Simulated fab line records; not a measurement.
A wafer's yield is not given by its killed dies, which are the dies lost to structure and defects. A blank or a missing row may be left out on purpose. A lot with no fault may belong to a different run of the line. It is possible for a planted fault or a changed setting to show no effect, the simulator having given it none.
Problem report, 8D (eight disciplines) form, completed by code :: flow n5 finfet :: the parts of the form that need people (team, actions taken, sign-off) are left out

## 1. THE ISSUE
M3_THK at N5_BEOL_M3_THK_MEAS_53 reads a mean of 46.5 nm on 2 wafers of 2 lots; wafers without a fault read 39.8 nm with a standard deviation of 1.4. That is +4.8 standard deviations from the usual mean.
The step: measures by xrf.
First seen on wafer L253.3, day 11 15:02, on film metro-01. Wafers with a number at this step in the record: 26, from 9 lots. By rule, "out" or "out of limits" means more than 4 standard deviations away from the usual mean. Any other wafer with a number is counted as sound.

## 2. WHAT IT IS AND WHAT IT IS NOT
question: which readings at this step
is: M3_THK
is not: -

question: which lots
is: L253, L256
is not: L242, L244, L245, L249, L250, L254, L255

question: which wafers of those lots
is: L253.3, L256.3
is not: L253.1, L253.4, L256.5

question: read on which gauges
is: film metro-01, film metro-02
is not: -

question: when
is: from day 11 15:02
is not: up to then (23 sound wafers); but 1 sound wafer of L256 came after

## 3. SUSPECTS, AND WHAT RULES EACH OUT
Counting: any tool at a process step up to the reading remains a suspect provided it ran every lot that is out. Sound lots after the first of them don't rule it out here, since some wafers of a struck lot are sound.
- the gauge at N5_BEOL_M3_THK_MEAS_53: ruled out. Those wafers that are out were read across 2 gauges (film metro-01, film metro-02).
- pecvd-04 at N5_BEOL_M2_DEP_57 (deposits SiCN from 3MS/NH3, target thk 8 nm, time 14 s): kept. Ran every lot that is out, first one L253 (day 11 07:28); last sound lot up to then L255 (day 11 04:56).
Left after counting: pecvd-04 at N5_BEOL_M2_DEP_57.

## 4. THE CAUSE (what the simulator had put in)
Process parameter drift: pecvd-04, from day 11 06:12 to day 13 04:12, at N5_BEOL_M2_DEP_57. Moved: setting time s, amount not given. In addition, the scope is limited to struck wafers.
After counting, this tool was the only one left.

## 5. THE EFFECT CHAIN, in route order
Each row: a reading whose mean over the struck wafers that have a number lies more than 3 standard deviations from the usual. Only readings whose record carries a usual standard deviation are examined. hours: median over the lots of the time between each lot's start at the first step of this table that gives one and its start at this step. sigmas: the change, counted in usual standard deviations.
hours: 0
step: N5_BEOL_M3_THK_MEAS_53
reading: M3_THK
usual: 39.8 nm
on struck wafers: 46.5
change: +6.7
sigmas: +4.8

hours: 0
step: N5_BEOL_M3_RS_MEAS_58
reading: M3_RS
usual: 0.672 ohm/sq
on struck wafers: 0.551
change: -0.121
sigmas: -4.0
Later steps that measure or inspect, where all struck wafers having a row at the step show a number for every such reading and not one has moved that far: N5_BEOL_M4_RC_MEAS_101.

## 6. HOW IT WOULD HAVE BEEN CAUGHT EARLIER
In this record the first reading out of limits at a measuring or inspecting step was taken at day 11 15:02, 9 hours after the fault began at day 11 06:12.
No tool reading at N5_BEOL_M2_DEP_57 that has a usual standard deviation in the record was out on any struck wafer, so an alarm limit of 4 standard deviations on those readings would not have fired.
By day 11 15:02 the whole set of lots that are out, 2 in number, had already begun N5_BEOL_M2_DEP_57 on pecvd-04. Tool hold at that time: it would have spared none of them.
